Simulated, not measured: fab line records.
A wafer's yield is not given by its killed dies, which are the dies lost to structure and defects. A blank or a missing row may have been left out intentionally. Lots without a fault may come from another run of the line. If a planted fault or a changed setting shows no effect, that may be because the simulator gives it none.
Matching of chambers | flow n5 finfet | N5_FIN_SAQP_SPACER2_ALD_28 on ald sin-04: 4 sister chambers
The step deposits SiO2, target thk 8.1 nm, pulse time 1 s, purge time 2 s. 4 wafers are shown with their chamber, then 10 later ones without.

WAFERS WITH THEIR CHAMBER
wafer  | chamber | heater power w (W)
L084.4 | 3       | 456
L086.6 | 0       | 470
L088.2 | 2       | 487
L088.4 | 1       | 548

WAFERS WITHOUT THEIR CHAMBER
wafer  | heater power w (W)
L088.6 | 486
L092.3 | 539
L092.4 | 470
L092.5 | 508
L095.1 | 471
L095.4 | 519
L095.5 | 453
L097.1 | 508
L097.2 | 467
L097.6 | 565

CHAMBER TAKEN BY EACH
wafer  | from the rows above          | in truth
L088.6 | can't be placed: 2 or 0 or 3 | 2
L092.3 | 1                            | 1
L092.4 | can't be placed: 0 or 3 or 2 | 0
L092.5 | can't be placed: 2 or 0 or 1 | 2
L095.1 | can't be placed: 0 or 3 or 2 | 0
L095.4 | can't be placed: 1 or 2 or 0 | 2
L095.5 | can't be placed: 3 or 0      | 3
L097.1 | can't be placed: 2 or 0 or 1 | 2
L097.2 | can't be placed: 0 or 3 or 2 | 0
L097.6 | 1                            | 1
Correctly placed: 2 of 10. Can't be placed from these rows: 8 (the true chamber is among the candidates in 8). 0 placed wrongly.
How it was worked out, from the rows above alone: a wafer's distance from a chamber is the root of the sum, over the readings, of the square of ((its reading less the chamber's mean) divided by the reading's scatter). If the next closest chamber is less than 2 further off than the closest, the wafer can't be placed; otherwise it belongs to the closest. For every chamber, the mean is computed from those of its wafers that are shown. The scatter: with one shown wafer a chamber, the root of the mean of the squares of how far each hidden wafer lies from its nearest shown one.
